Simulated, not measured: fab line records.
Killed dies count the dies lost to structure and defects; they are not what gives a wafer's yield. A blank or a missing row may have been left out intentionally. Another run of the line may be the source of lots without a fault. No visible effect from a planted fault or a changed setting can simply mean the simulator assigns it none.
fab line records :: flow nand_harc
record:
  lots: 14
  wafers: 42
  last_day: 24
route steps=1159 shown P_M2@340 P_BONDPAD@353 A_ZERO_WELL@390
lots that met no fault: taken from a fault-free run of the same line
start_h: start of the lot's first displayed wafer, in hours after the record's first day :: wait_h: time in hours since the lot's previous step :: " repeats the value in the row above :: L1.1+2: a single row standing in for several wafers :: - value missing, or start not given :: * or withheld: withheld :: < > ~ a bound
route shown NAME@n: NAME is a module with steps in the file, n the number in the route of the first one :: usual: the fault-free wafers' mean and standard deviation :: same: alike in all rows :: chamber/n: place in a boat :: sites: readings site by site :: _std_site: the standard deviation of these :: _edge_site: inner sites' mean taken away from outer sites' mean :: radius_mm: for every site, how far away it sits from the centre of the wafer :: mask NAME#n: copy n :: behind: the most recent tool/chamber to have shaped the wafer :: hold: what put the lot on hold/how long, in hours/how the hold closed :: device: the transistor (n, p or np) that didn't switch :: end of line: the route-end tests of the same wafers :: a step without rows: its recipe alone :: killed: dies lost to structure and defects at the first sort, not the wafer's yield :: map: a wafer's dies, marking killed ones x, the rest . and places with no die _
set.NAME: the run value of the setting; set.NAME@STEP: its run value at that earlier step :: model.NAME: the simulator's own value behind a step, which no gauge read
the route's steps for a sample of lots (tables are steps, rows are wafers)
services: the hour from which a tool's chamber was out of use, counted from the record's first day as start_h (under 0 if before that day), plus the number of hours and why
== steps ==
step: NHARC_P_M2_PVD_20
recipe:
  target_thk_a: 50
  bias_v: 168.6
  power_w: 15000
  chamber_pressure_pa: 0.12
  time_s: 8.06
  substrate_temp_c: 50
  material: TaN
usual:
  throttle_valve_pct: 30.1/0.98
same:
  time_s: 8.06
lot.wafer: L480.4
tool: pvd_sputter-01
chamber: -
start_h: -
wait_h: -
throttle_valve_pct: 31.9

lot.wafer: L480.6
tool: pvd_sputter-01
chamber: -
start_h: -
wait_h: -
throttle_valve_pct: 29.1

lot.wafer: L480.5
tool: pvd_sputter-01
chamber: -
start_h: -
wait_h: -
throttle_valve_pct: 29.2

lot.wafer: L481.1
tool: pvd_sputter-01
chamber: -
start_h: -
wait_h: -
throttle_valve_pct: 29.0

lot.wafer: L481.5
tool: pvd_sputter-01
chamber: -
start_h: -
wait_h: -
throttle_valve_pct: 31.8

lot.wafer: L481.6
tool: pvd_sputter-01
chamber: -
start_h: -
wait_h: -
throttle_valve_pct: 29.5

lot.wafer: L483.4
tool: pvd_sputter-03
chamber: -
start_h: -
wait_h: -
throttle_valve_pct: 29.9

lot.wafer: L483.1
tool: pvd_sputter-03
chamber: -
start_h: -
wait_h: -
throttle_valve_pct: 30.2

lot.wafer: L483.2
tool: pvd_sputter-03
chamber: -
start_h: -
wait_h: -
throttle_valve_pct: 29.7

lot.wafer: L487.4
tool: pvd_sputter-02
chamber: -
start_h: -
wait_h: -
throttle_valve_pct: 30.6

lot.wafer: L487.1
tool: pvd_sputter-02
chamber: -
start_h: -
wait_h: -
throttle_valve_pct: 28.9

lot.wafer: L487.2
tool: pvd_sputter-02
chamber: -
start_h: -
wait_h: -
throttle_valve_pct: 29.8

lot.wafer: L490.2
tool: pvd_sputter-03
chamber: -
start_h: -
wait_h: -
throttle_valve_pct: 29.7

lot.wafer: L490.1
tool: pvd_sputter-03
chamber: -
start_h: -
wait_h: -
throttle_valve_pct: 29.2

lot.wafer: L490.4
tool: pvd_sputter-03
chamber: -
start_h: -
wait_h: -
throttle_valve_pct: 30.6

lot.wafer: L491.2
tool: pvd_sputter-03
chamber: -
start_h: -
wait_h: -
throttle_valve_pct: 29.1

lot.wafer: L491.4
tool: pvd_sputter-03
chamber: -
start_h: -
wait_h: -
throttle_valve_pct: 29.7

lot.wafer: L491.6
tool: pvd_sputter-03
chamber: -
start_h: -
wait_h: -
throttle_valve_pct: 29.8

lot.wafer: L494.1
tool: pvd_sputter-01
chamber: -
start_h: -
wait_h: -
throttle_valve_pct: 30.0

lot.wafer: L494.3
tool: pvd_sputter-01
chamber: -
start_h: -
wait_h: -
throttle_valve_pct: 32.5

lot.wafer: L494.6
tool: pvd_sputter-01
chamber: -
start_h: -
wait_h: -
throttle_valve_pct: 29.7

lot.wafer: L493.1
tool: pvd_sputter-03
chamber: -
start_h: -
wait_h: -
throttle_valve_pct: 29.6

lot.wafer: L493.6
tool: pvd_sputter-03
chamber: -
start_h: -
wait_h: -
throttle_valve_pct: 29.8

lot.wafer: L493.5
tool: pvd_sputter-03
chamber: -
start_h: -
wait_h: -
throttle_valve_pct: 28.9

lot.wafer: L495.4
tool: pvd_sputter-01
chamber: -
start_h: -
wait_h: -
throttle_valve_pct: 29.9

lot.wafer: L495.5
tool: pvd_sputter-01
chamber: -
start_h: -
wait_h: -
throttle_valve_pct: 32.3

lot.wafer: L495.6
tool: pvd_sputter-01
chamber: -
start_h: -
wait_h: -
throttle_valve_pct: 29.9

lot.wafer: L496.1
tool: pvd_sputter-03
chamber: -
start_h: -
wait_h: -
throttle_valve_pct: 28.6

lot.wafer: L496.4
tool: pvd_sputter-03
chamber: -
start_h: -
wait_h: -
throttle_valve_pct: 30.0

lot.wafer: L496.5
tool: pvd_sputter-03
chamber: -
start_h: -
wait_h: -
throttle_valve_pct: 30.5

lot.wafer: L497.3
tool: pvd_sputter-01
chamber: -
start_h: -
wait_h: -
throttle_valve_pct: 30.1

lot.wafer: L497.1
tool: pvd_sputter-01
chamber: -
start_h: -
wait_h: -
throttle_valve_pct: 29.8

lot.wafer: L497.4
tool: pvd_sputter-01
chamber: -
start_h: -
wait_h: -
throttle_valve_pct: 29.5

lot.wafer: L499.3
tool: pvd_sputter-01
chamber: -
start_h: -
wait_h: -
throttle_valve_pct: 29.8

lot.wafer: L499.1
tool: pvd_sputter-01
chamber: -
start_h: -
wait_h: -
throttle_valve_pct: 30.1

lot.wafer: L499.4
tool: pvd_sputter-01
chamber: -
start_h: -
wait_h: -
throttle_valve_pct: 32.2

lot.wafer: L501.3
tool: pvd_sputter-01
chamber: -
start_h: -
wait_h: -
throttle_valve_pct: 29.9

lot.wafer: L501.4
tool: pvd_sputter-01
chamber: -
start_h: -
wait_h: -
throttle_valve_pct: 29.7

lot.wafer: L501.6
tool: pvd_sputter-01
chamber: -
start_h: -
wait_h: -
throttle_valve_pct: 30.0

lot.wafer: L502.1
tool: pvd_sputter-01
chamber: -
start_h: -
wait_h: -
throttle_valve_pct: 30.0

lot.wafer: L502.2
tool: pvd_sputter-01
chamber: -
start_h: -
wait_h: -
throttle_valve_pct: 29.5

lot.wafer: L502.6
tool: pvd_sputter-01
chamber: -
start_h: -
wait_h: -
throttle_valve_pct: 29.9
step: NHARC_P_BONDPAD_THK_MEAS_33
recipe:
  thk_meas_gauge: ellipsometry
usual:
  thk_nm: 199.8/1.6
lot.wafer: L480.4
tool: film_metro-02
chamber: -
start_h: 130.85
wait_h: 0.2
thk_nm: 199.8

lot.wafer: L480.5
tool: film_metro-02
chamber: -
start_h: 130.85
wait_h: 0.2
thk_nm: 202.7

lot.wafer: L480.6
tool: film_metro-02
chamber: -
start_h: 130.85
wait_h: 0.2
thk_nm: 199.1

lot.wafer: L481.1
tool: film_metro-01
chamber: -
start_h: 142.40
wait_h: 0.1
thk_nm: 199.4

lot.wafer: L481.5
tool: film_metro-01
chamber: -
start_h: 142.40
wait_h: 0.1
thk_nm: 201.7

lot.wafer: L481.6
tool: film_metro-01
chamber: -
start_h: 142.40
wait_h: 0.1
thk_nm: 201.2

lot.wafer: L483.1
tool: film_metro-02
chamber: -
start_h: 152.17
wait_h: 0.1
thk_nm: 200.5

lot.wafer: L483.2
tool: film_metro-02
chamber: -
start_h: 152.17
wait_h: 0.1
thk_nm: 203.9

lot.wafer: L483.4
tool: film_metro-02
chamber: -
start_h: 152.17
wait_h: 0.1
thk_nm: 200.4

lot.wafer: L487.1
tool: film_metro-01
chamber: -
start_h: 160.69
wait_h: 0.2
thk_nm: 199.7

lot.wafer: L487.2
tool: film_metro-01
chamber: -
start_h: 160.69
wait_h: 0.2
thk_nm: 198.4

lot.wafer: L487.4
tool: film_metro-01
chamber: -
start_h: 160.69
wait_h: 0.2
thk_nm: 200.0

lot.wafer: L490.1
tool: film_metro-01
chamber: -
start_h: 186.43
wait_h: 0.2
thk_nm: 201.7

lot.wafer: L490.2
tool: film_metro-01
chamber: -
start_h: 186.43
wait_h: 0.2
thk_nm: 199.3

lot.wafer: L490.4
tool: film_metro-01
chamber: -
start_h: 186.43
wait_h: 0.2
thk_nm: 199.8

lot.wafer: L491.2
tool: film_metro-02
chamber: -
start_h: 193.56
wait_h: 0.1
thk_nm: 200.0

lot.wafer: L491.4
tool: film_metro-02
chamber: -
start_h: 193.56
wait_h: 0.1
thk_nm: 201.8

lot.wafer: L491.6
tool: film_metro-02
chamber: -
start_h: 193.56
wait_h: 0.1
thk_nm: 201.2

lot.wafer: L494.1
tool: film_metro-02
chamber: -
start_h: 206.56
wait_h: 0.2
thk_nm: 199.5

lot.wafer: L494.3
tool: film_metro-02
chamber: -
start_h: 206.56
wait_h: 0.2
thk_nm: 201.4

lot.wafer: L494.6
tool: film_metro-02
chamber: -
start_h: 206.56
wait_h: 0.2
thk_nm: 200.4

lot.wafer: L493.1
tool: film_metro-02
chamber: -
start_h: 209.08
wait_h: 0.2
thk_nm: 201.5

lot.wafer: L493.5
tool: film_metro-02
chamber: -
start_h: 209.08
wait_h: 0.2
thk_nm: 201.4

lot.wafer: L493.6
tool: film_metro-02
chamber: -
start_h: 209.08
wait_h: 0.2
thk_nm: 202.7

lot.wafer: L495.4
tool: film_metro-01
chamber: -
start_h: 217.96
wait_h: 0.2
thk_nm: 200.5

lot.wafer: L495.5
tool: film_metro-01
chamber: -
start_h: 217.96
wait_h: 0.2
thk_nm: 198.3

lot.wafer: L495.6
tool: film_metro-01
chamber: -
start_h: 217.96
wait_h: 0.2
thk_nm: 198.9

lot.wafer: L496.1
tool: film_metro-01
chamber: -
start_h: 219.08
wait_h: 0.2
thk_nm: 202.7

lot.wafer: L496.4
tool: film_metro-01
chamber: -
start_h: 219.08
wait_h: 0.2
thk_nm: 199.2

lot.wafer: L496.5
tool: film_metro-01
chamber: -
start_h: 219.08
wait_h: 0.2
thk_nm: 199.6

lot.wafer: L497.1
tool: film_metro-01
chamber: -
start_h: 225.89
wait_h: 0.2
thk_nm: 197.0

lot.wafer: L497.3
tool: film_metro-01
chamber: -
start_h: 225.89
wait_h: 0.2
thk_nm: 196.4

lot.wafer: L497.4
tool: film_metro-01
chamber: -
start_h: 225.89
wait_h: 0.2
thk_nm: 198.4

lot.wafer: L499.1
tool: film_metro-01
chamber: -
start_h: 240.11
wait_h: 0.2
thk_nm: 198.1

lot.wafer: L499.3
tool: film_metro-01
chamber: -
start_h: 240.11
wait_h: 0.2
thk_nm: 198.4

lot.wafer: L499.4
tool: film_metro-01
chamber: -
start_h: 240.11
wait_h: 0.2
thk_nm: 198.2

lot.wafer: L501.3
tool: film_metro-01
chamber: -
start_h: 256.47
wait_h: 0.2
thk_nm: 201.0

lot.wafer: L501.4
tool: film_metro-01
chamber: -
start_h: 256.47
wait_h: 0.2
thk_nm: 197.2

lot.wafer: L501.6
tool: film_metro-01
chamber: -
start_h: 256.47
wait_h: 0.2
thk_nm: 199.9

lot.wafer: L502.1
tool: film_metro-02
chamber: -
start_h: 257.78
wait_h: 0.2
thk_nm: 197.7

lot.wafer: L502.2
tool: film_metro-02
chamber: -
start_h: 257.78
wait_h: 0.2
thk_nm: 200.7

lot.wafer: L502.6
tool: film_metro-02
chamber: -
start_h: 257.78
wait_h: 0.2
thk_nm: 197.8
step: NHARC_P_BONDPAD_THK_MEAS_20
recipe:
  thk_meas_gauge: xrf
usual:
  thk_nm: 160.7/1.3
lot.wafer: L480.4
tool: film_metro-01
chamber: -
start_h: 134.03
wait_h: -
thk_nm: 160.9

lot.wafer: L480.5
tool: film_metro-01
chamber: -
start_h: 134.03
wait_h: -
thk_nm: 160.1

lot.wafer: L480.6
tool: film_metro-01
chamber: -
start_h: 134.03
wait_h: -
thk_nm: 159.8

lot.wafer: L481.1
tool: film_metro-01
chamber: -
start_h: 145.83
wait_h: -
thk_nm: 159.3

lot.wafer: L481.5
tool: film_metro-01
chamber: -
start_h: 145.83
wait_h: -
thk_nm: 160.3

lot.wafer: L481.6
tool: film_metro-01
chamber: -
start_h: 145.83
wait_h: -
thk_nm: 161.4

lot.wafer: L483.1
tool: film_metro-02
chamber: -
start_h: 155.24
wait_h: -
thk_nm: 158.5

lot.wafer: L483.2
tool: film_metro-02
chamber: -
start_h: 155.24
wait_h: -
thk_nm: 160.1

lot.wafer: L483.4
tool: film_metro-02
chamber: -
start_h: 155.24
wait_h: -
thk_nm: 160.4

lot.wafer: L487.1
tool: film_metro-02
chamber: -
start_h: 164.06
wait_h: -
thk_nm: 163.2

lot.wafer: L487.2
tool: film_metro-02
chamber: -
start_h: 164.06
wait_h: -
thk_nm: 161.7

lot.wafer: L487.4
tool: film_metro-02
chamber: -
start_h: 164.06
wait_h: -
thk_nm: 159.9

lot.wafer: L490.1
tool: film_metro-01
chamber: -
start_h: 189.59
wait_h: -
thk_nm: 161.4

lot.wafer: L490.2
tool: film_metro-01
chamber: -
start_h: 189.59
wait_h: -
thk_nm: 161.6

lot.wafer: L490.4
tool: film_metro-01
chamber: -
start_h: 189.59
wait_h: -
thk_nm: 161.9

lot.wafer: L491.2
tool: film_metro-02
chamber: -
start_h: 196.67
wait_h: -
thk_nm: 160.5

lot.wafer: L491.4
tool: film_metro-02
chamber: -
start_h: 196.67
wait_h: -
thk_nm: 161.0

lot.wafer: L491.6
tool: film_metro-02
chamber: -
start_h: 196.67
wait_h: -
thk_nm: 161.2

lot.wafer: L494.1
tool: film_metro-01
chamber: -
start_h: 209.55
wait_h: -
thk_nm: 160.7

lot.wafer: L494.3
tool: film_metro-01
chamber: -
start_h: 209.55
wait_h: -
thk_nm: 159.6

lot.wafer: L494.6
tool: film_metro-01
chamber: -
start_h: 209.55
wait_h: -
thk_nm: 162.2

lot.wafer: L493.1
tool: film_metro-02
chamber: -
start_h: 212.19
wait_h: -
thk_nm: 163.5

lot.wafer: L493.5
tool: film_metro-02
chamber: -
start_h: 212.19
wait_h: -
thk_nm: 162.5

lot.wafer: L493.6
tool: film_metro-02
chamber: -
start_h: 212.19
wait_h: -
thk_nm: 160.1

lot.wafer: L495.4
tool: film_metro-02
chamber: -
start_h: 221.22
wait_h: -
thk_nm: 160.1

lot.wafer: L495.5
tool: film_metro-02
chamber: -
start_h: 221.22
wait_h: -
thk_nm: 160.3

lot.wafer: L495.6
tool: film_metro-02
chamber: -
start_h: 221.22
wait_h: -
thk_nm: 160.5

lot.wafer: L496.1
tool: film_metro-01
chamber: -
start_h: 222.09
wait_h: -
thk_nm: 158.5

lot.wafer: L496.4
tool: film_metro-01
chamber: -
start_h: 222.09
wait_h: -
thk_nm: 162.1

lot.wafer: L496.5
tool: film_metro-01
chamber: -
start_h: 222.09
wait_h: -
thk_nm: 158.7

lot.wafer: L497.1
tool: film_metro-01
chamber: -
start_h: 229.14
wait_h: -
thk_nm: 159.8

lot.wafer: L497.3
tool: film_metro-01
chamber: -
start_h: 229.14
wait_h: -
thk_nm: 161.5

lot.wafer: L497.4
tool: film_metro-01
chamber: -
start_h: 229.14
wait_h: -
thk_nm: 157.9

lot.wafer: L499.1
tool: film_metro-02
chamber: -
start_h: 243.56
wait_h: -
thk_nm: 159.0

lot.wafer: L499.3
tool: film_metro-02
chamber: -
start_h: 243.56
wait_h: -
thk_nm: 159.9

lot.wafer: L499.4
tool: film_metro-02
chamber: -
start_h: 243.56
wait_h: -
thk_nm: 161.0

lot.wafer: L501.3
tool: film_metro-01
chamber: -
start_h: 259.61
wait_h: -
thk_nm: 161.3

lot.wafer: L501.4
tool: film_metro-01
chamber: -
start_h: 259.61
wait_h: -
thk_nm: 160.6

lot.wafer: L501.6
tool: film_metro-01
chamber: -
start_h: 259.61
wait_h: -
thk_nm: 159.9

lot.wafer: L502.1
tool: film_metro-02
chamber: -
start_h: 260.91
wait_h: -
thk_nm: 160.8

lot.wafer: L502.2
tool: film_metro-02
chamber: -
start_h: 260.91
wait_h: -
thk_nm: 159.3

lot.wafer: L502.6
tool: film_metro-02
chamber: -
start_h: 260.91
wait_h: -
thk_nm: 162.5
step: NHARC_A_ZERO_WELL_PRECLEAN_00
recipe:
  time_s: 600
  temp_c: 120
  chemistry: SPM
usual:
  bath_guard_temp_C: 120.0/0.61
  bath_heat_duty_pct: 13.7/1.4
  temp_c: 120.00/0.13
  time_s: 600/0
lot.wafer: L480.6
tool: wet_bench-09
chamber: 6
start_h: 134.80
wait_h: 0.1
bath_guard_temp_C: 120.3
bath_heat_duty_pct: 15.4
temp_c: 119.98
time_s: 600

lot.wafer: L480.4
tool: wet_bench-09
chamber: 0
start_h: 134.80
wait_h: 0.1
bath_guard_temp_C: 120.6
bath_heat_duty_pct: 15.2
temp_c: 120.01
time_s: 600

lot.wafer: L480.5
tool: wet_bench-09
chamber: 3
start_h: 134.80
wait_h: 0.1
bath_guard_temp_C: 120.0
bath_heat_duty_pct: 16.8
temp_c: 120.06
time_s: 600

lot.wafer: L481.6
tool: wet_bench-01
chamber: 4
start_h: 146.63
wait_h: 0.1
bath_guard_temp_C: 120.7
bath_heat_duty_pct: 12.1
temp_c: 120.17
time_s: 600

lot.wafer: L481.5
tool: wet_bench-01
chamber: 5
start_h: 146.63
wait_h: 0.1
bath_guard_temp_C: 120.1
bath_heat_duty_pct: 12.8
temp_c: 119.99
time_s: 600

lot.wafer: L481.1
tool: wet_bench-01
chamber: 0
start_h: 146.63
wait_h: 0.1
bath_guard_temp_C: 120.3
bath_heat_duty_pct: 12.2
temp_c: 120.10
time_s: 600

lot.wafer: L483.1
tool: wet_bench-09
chamber: 7
start_h: 156.03
wait_h: 0.1
bath_guard_temp_C: 119.3
bath_heat_duty_pct: 14.1
temp_c: 119.86
time_s: 600

lot.wafer: L483.2
tool: wet_bench-09
chamber: 1
start_h: 156.03
wait_h: 0.1
bath_guard_temp_C: 120.3
bath_heat_duty_pct: 14.5
temp_c: 119.98
time_s: 600

lot.wafer: L483.4
tool: wet_bench-09
chamber: 4
start_h: 156.03
wait_h: 0.1
bath_guard_temp_C: 119.4
bath_heat_duty_pct: 12.0
temp_c: 119.88
time_s: 600

lot.wafer: L487.2
tool: wet_bench-09
chamber: 1
start_h: 164.85
wait_h: 0.1
bath_guard_temp_C: 119.8
bath_heat_duty_pct: 13.5
temp_c: 120.06
time_s: 600

lot.wafer: L487.1
tool: wet_bench-09
chamber: 2
start_h: 164.85
wait_h: 0.1
bath_guard_temp_C: 119.7
bath_heat_duty_pct: 15.7
temp_c: 119.95
time_s: 600

lot.wafer: L487.4
tool: wet_bench-09
chamber: 4
start_h: 164.85
wait_h: 0.1
bath_guard_temp_C: 119.6
bath_heat_duty_pct: 12.7
temp_c: 119.93
time_s: 600

lot.wafer: L490.1
tool: wet_bench-06
chamber: 2
start_h: 190.38
wait_h: 0.1
bath_guard_temp_C: -
bath_heat_duty_pct: -
temp_c: -
time_s: -

lot.wafer: L490.2
tool: wet_bench-06
chamber: 5
start_h: 190.38
wait_h: 0.1
bath_guard_temp_C: -
bath_heat_duty_pct: -
temp_c: -
time_s: -

lot.wafer: L490.4
tool: wet_bench-06
chamber: 6
start_h: 190.38
wait_h: 0.1
bath_guard_temp_C: -
bath_heat_duty_pct: -
temp_c: -
time_s: -

lot.wafer: L491.2
tool: wet_bench-06
chamber: 3
start_h: 197.45
wait_h: 0.1
bath_guard_temp_C: -
bath_heat_duty_pct: -
temp_c: -
time_s: -

lot.wafer: L491.4
tool: wet_bench-06
chamber: 6
start_h: 197.45
wait_h: 0.1
bath_guard_temp_C: -
bath_heat_duty_pct: -
temp_c: -
time_s: -

lot.wafer: L491.6
tool: wet_bench-06
chamber: 7
start_h: 197.45
wait_h: 0.1
bath_guard_temp_C: -
bath_heat_duty_pct: -
temp_c: -
time_s: -

lot.wafer: L494.6
tool: wet_bench-01
chamber: 0
start_h: 210.32
wait_h: 0.1
bath_guard_temp_C: 120.6
bath_heat_duty_pct: 10.6
temp_c: 119.98
time_s: 600

lot.wafer: L494.1
tool: wet_bench-01
chamber: 1
start_h: 210.32
wait_h: 0.1
bath_guard_temp_C: 120.6
bath_heat_duty_pct: 15.0
temp_c: 120.12
time_s: 600

lot.wafer: L494.3
tool: wet_bench-01
chamber: 2
start_h: 210.32
wait_h: 0.1
bath_guard_temp_C: 119.5
bath_heat_duty_pct: 14.2
temp_c: 119.99
time_s: 600

lot.wafer: L493.1
tool: wet_bench-01
chamber: 5
start_h: 212.94
wait_h: 0.1
bath_guard_temp_C: -
bath_heat_duty_pct: -
temp_c: -
time_s: -

lot.wafer: L493.6
tool: wet_bench-01
chamber: 0
start_h: 212.94
wait_h: 0.1
bath_guard_temp_C: -
bath_heat_duty_pct: -
temp_c: -
time_s: -

lot.wafer: L493.5
tool: wet_bench-01
chamber: 2
start_h: 212.94
wait_h: 0.1
bath_guard_temp_C: -
bath_heat_duty_pct: -
temp_c: -
time_s: -

lot.wafer: L495.6
tool: wet_bench-06
chamber: 7
start_h: 221.99
wait_h: 0.1
bath_guard_temp_C: 119.9
bath_heat_duty_pct: 11.6
temp_c: 120.05
time_s: 600

lot.wafer: L495.4
tool: wet_bench-06
chamber: 1
start_h: 221.99
wait_h: 0.1
bath_guard_temp_C: 119.9
bath_heat_duty_pct: 14.9
temp_c: 119.92
time_s: 600

lot.wafer: L495.5
tool: wet_bench-06
chamber: 2
start_h: 221.99
wait_h: 0.1
bath_guard_temp_C: 120.6
bath_heat_duty_pct: 12.8
temp_c: 119.84
time_s: 600

lot.wafer: L496.1
tool: wet_bench-01
chamber: 6
start_h: 222.87
wait_h: 0.1
bath_guard_temp_C: 119.7
bath_heat_duty_pct: 15.1
temp_c: 119.90
time_s: 600

lot.wafer: L496.5
tool: wet_bench-01
chamber: 7
start_h: 222.87
wait_h: 0.1
bath_guard_temp_C: 119.6
bath_heat_duty_pct: 13.9
temp_c: 120.11
time_s: 600

lot.wafer: L496.4
tool: wet_bench-01
chamber: 0
start_h: 222.87
wait_h: 0.1
bath_guard_temp_C: 120.1
bath_heat_duty_pct: 12.3
temp_c: 119.94
time_s: 600

lot.wafer: L497.4
tool: wet_bench-01
chamber: 5
start_h: 229.93
wait_h: 0.1
bath_guard_temp_C: 119.6
bath_heat_duty_pct: 12.7
temp_c: 120.17
time_s: 600

lot.wafer: L497.1
tool: wet_bench-01
chamber: 6
start_h: 229.93
wait_h: 0.1
bath_guard_temp_C: 120.1
bath_heat_duty_pct: 15.7
temp_c: 120.01
time_s: 600

lot.wafer: L497.3
tool: wet_bench-01
chamber: 0
start_h: 229.93
wait_h: 0.1
bath_guard_temp_C: 120.9
bath_heat_duty_pct: 11.6
temp_c: 119.91
time_s: 600

lot.wafer: L499.3
tool: wet_bench-09
chamber: 7
start_h: 244.34
wait_h: 0.1
bath_guard_temp_C: 119.4
bath_heat_duty_pct: 15.8
temp_c: 120.16
time_s: 600

lot.wafer: L499.1
tool: wet_bench-09
chamber: 0
start_h: 244.34
wait_h: 0.1
bath_guard_temp_C: 120.9
bath_heat_duty_pct: 14.0
temp_c: 120.08
time_s: 600

lot.wafer: L499.4
tool: wet_bench-09
chamber: 3
start_h: 244.34
wait_h: 0.1
bath_guard_temp_C: 120.2
bath_heat_duty_pct: 15.3
temp_c: 119.72
time_s: 600

lot.wafer: L501.3
tool: wet_bench-01
chamber: 2
start_h: 260.38
wait_h: 0.1
bath_guard_temp_C: 119.5
bath_heat_duty_pct: 13.1
temp_c: 119.88
time_s: 600

lot.wafer: L501.6
tool: wet_bench-01
chamber: 4
start_h: 260.38
wait_h: 0.1
bath_guard_temp_C: 120.8
bath_heat_duty_pct: 12.5
temp_c: 120.17
time_s: 600

lot.wafer: L501.4
tool: wet_bench-01
chamber: 5
start_h: 260.38
wait_h: 0.1
bath_guard_temp_C: 119.8
bath_heat_duty_pct: 13.0
temp_c: 120.20
time_s: 600

lot.wafer: L502.2
tool: wet_bench-01
chamber: 7
start_h: 261.70
wait_h: 0.1
bath_guard_temp_C: 120.2
bath_heat_duty_pct: 15.1
temp_c: 120.20
time_s: 600

lot.wafer: L502.1
tool: wet_bench-01
chamber: 0
start_h: 261.70
wait_h: 0.1
bath_guard_temp_C: 120.1
bath_heat_duty_pct: 12.5
temp_c: 119.97
time_s: 600

lot.wafer: L502.6
tool: wet_bench-01
chamber: 1
start_h: 261.70
wait_h: 0.1
bath_guard_temp_C: 121.2
bath_heat_duty_pct: 14.5
temp_c: 120.07
time_s: 600
== services ==
tool: wet_bench-09
chamber: -
start_h: 112.80
hours: 8.0
kind: pm

tool: wet_bench-09
chamber: 0
start_h: 120.80
hours: -
kind: consumable_replace:bath

tool: wet_bench-06
chamber: -
start_h: 129.60
hours: 8.0
kind: pm

tool: pvd_sputter-01
chamber: -
start_h: 158.10
hours: 10.0
kind: pm

tool: wet_bench-09
chamber: -
start_h: 184.95
hours: 8.0
kind: repair

tool: wet_bench-09
chamber: -
start_h: 210.20
hours: 0.5
kind: repair

tool: wet_bench-01
chamber: -
start_h: 213.60
hours: 8.0
kind: pm

tool: pvd_sputter-02
chamber: -
start_h: 214.01
hours: 10.0
kind: pm

tool: wet_bench-01
chamber: 0
start_h: 221.60
hours: -
kind: consumable_replace:bath

tool: wet_bench-01
chamber: 0
start_h: 221.60
hours: -
kind: consumable_replace:filter

tool: wet_bench-01
chamber: 1
start_h: 221.60
hours: -
kind: consumable_replace:bath

tool: wet_bench-01
chamber: 1
start_h: 221.60
hours: -
kind: consumable_replace:filter

tool: wet_bench-01
chamber: 2
start_h: 221.60
hours: -
kind: consumable_replace:bath

tool: wet_bench-01
chamber: 2
start_h: 221.60
hours: -
kind: consumable_replace:filter

tool: wet_bench-01
chamber: 3
start_h: 221.60
hours: -
kind: consumable_replace:bath

tool: wet_bench-01
chamber: 3
start_h: 221.60
hours: -
kind: consumable_replace:filter

tool: wet_bench-01
chamber: 4
start_h: 221.60
hours: -
kind: consumable_replace:bath

tool: wet_bench-01
chamber: 4
start_h: 221.60
hours: -
kind: consumable_replace:filter

tool: wet_bench-01
chamber: 5
start_h: 221.60
hours: -
kind: consumable_replace:bath

tool: wet_bench-01
chamber: 5
start_h: 221.60
hours: -
kind: consumable_replace:filter

tool: wet_bench-01
chamber: 6
start_h: 221.60
hours: -
kind: consumable_replace:bath

tool: wet_bench-01
chamber: 6
start_h: 221.60
hours: -
kind: consumable_replace:filter

tool: wet_bench-01
chamber: 7
start_h: 221.60
hours: -
kind: consumable_replace:bath

tool: wet_bench-01
chamber: 7
start_h: 221.60
hours: -
kind: consumable_replace:filter
== key ==
first_sign:
  step: NHARC_A_ZERO_WELL_PRECLEAN_00
  reading: tool_record
  direction: missing
effect none on later readings
met_at NHARC_A_ZERO_WELL_PRECLEAN_00
struck_lots L490,L491,L493
tester_left_out L490,L491,L493
not_acting_at NHARC_P_M2_PVD_20,NHARC_P_BONDPAD_THK_MEAS_33,NHARC_P_BONDPAD_THK_MEAS_20
onset_between 146.63 190.38
fault:
  kind: skipped_step_whole
  tool: wet_bench-01,wet_bench-06
  chamber: -
  onset_h: 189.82
  steps: NHARC_A_ZERO_WELL_PRECLEAN_00
  scope: struck_lots_only
tester_left_out: of these lots the tester's yield and bins aren't shown, on N5 and GAA mostly nor the transistor test; their killed dies are dies lost to structure and defects alone, not to doping, threshold or leakage, so they don't give the yield
